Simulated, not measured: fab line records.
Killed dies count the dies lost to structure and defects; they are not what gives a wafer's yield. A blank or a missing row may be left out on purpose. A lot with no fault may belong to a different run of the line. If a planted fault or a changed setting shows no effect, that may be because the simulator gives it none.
Chamber matching / flow nand_harc / 4 sister chambers for NHARC_P_STI_CMP_21 on cmp-04
The step polishes, t overpolish 20 s, target thk 380.67 nm. 8 wafers are shown with their chamber, then 8 later ones without.

== EACH WAFER AND ITS CHAMBER ==
wafer=L074.3; chamber=3; motor_current_A (A)=13.6; overpolish_run_s (s)=20.011
wafer=L084.3; chamber=0; motor_current_A (A)=11.4; overpolish_run_s (s)=19.992
wafer=L084.4; chamber=2; motor_current_A (A)=9.7; overpolish_run_s (s)=19.996
wafer=L084.6; chamber=2; motor_current_A (A)=9.8; overpolish_run_s (s)=20.019
wafer=L086.4; chamber=3; motor_current_A (A)=14.5; overpolish_run_s (s)=20.024
wafer=L086.5; chamber=0; motor_current_A (A)=10.9; overpolish_run_s (s)=20.001
wafer=L086.6; chamber=1; motor_current_A (A)=11.0; overpolish_run_s (s)=20.001
wafer=L087.3; chamber=1; motor_current_A (A)=10.9; overpolish_run_s (s)=19.998

== WAFERS WITH NO CHAMBER GIVEN ==
wafer=L087.4; motor_current_A (A)=9.9; overpolish_run_s (s)=20.019
wafer=L087.6; motor_current_A (A)=13.8; overpolish_run_s (s)=19.981
wafer=L090.4; motor_current_A (A)=11.0; overpolish_run_s (s)=20.013
wafer=L090.5; motor_current_A (A)=11.9; overpolish_run_s (s)=20.003
wafer=L090.6; motor_current_A (A)=11.3; overpolish_run_s (s)=19.991
wafer=L094.1; motor_current_A (A)=10.0; overpolish_run_s (s)=19.985
wafer=L094.3; motor_current_A (A)=13.3; overpolish_run_s (s)=19.982
wafer=L094.6; motor_current_A (A)=11.3; overpolish_run_s (s)=20.015

== WHICH CHAMBER EACH ONE RAN IN ==
wafer=L087.4; from the rows above=2; in truth=2
wafer=L087.6; from the rows above=3; in truth=3
wafer=L090.4; from the rows above=can't be placed: 1 or 0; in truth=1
wafer=L090.5; from the rows above=can't be placed: 0 or 1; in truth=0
wafer=L090.6; from the rows above=can't be placed: 0 or 1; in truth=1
wafer=L094.1; from the rows above=can't be placed: 2 or 1 or 0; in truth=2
wafer=L094.3; from the rows above=can't be placed: 3 or 0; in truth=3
wafer=L094.6; from the rows above=can't be placed: 1 or 0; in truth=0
2 of 8 placed correctly. Unplaceable from these rows: 6, with the true chamber sitting among the candidates in 6. Wrongly placed: 0.
How it was worked out, from the rows above alone: a wafer's distance from a chamber is the root of the sum, over the readings, of the square of ((its reading less the chamber's mean) divided by the reading's scatter). If the next closest chamber is less than 2 further off than the closest, the wafer can't be placed; otherwise it belongs to the closest. For every chamber, the mean is computed from those of its wafers that are shown. The scatter: take each reading less its chamber's mean, square it, sum over the shown wafers, divide by the number of wafers less the number of chambers, and take the root.
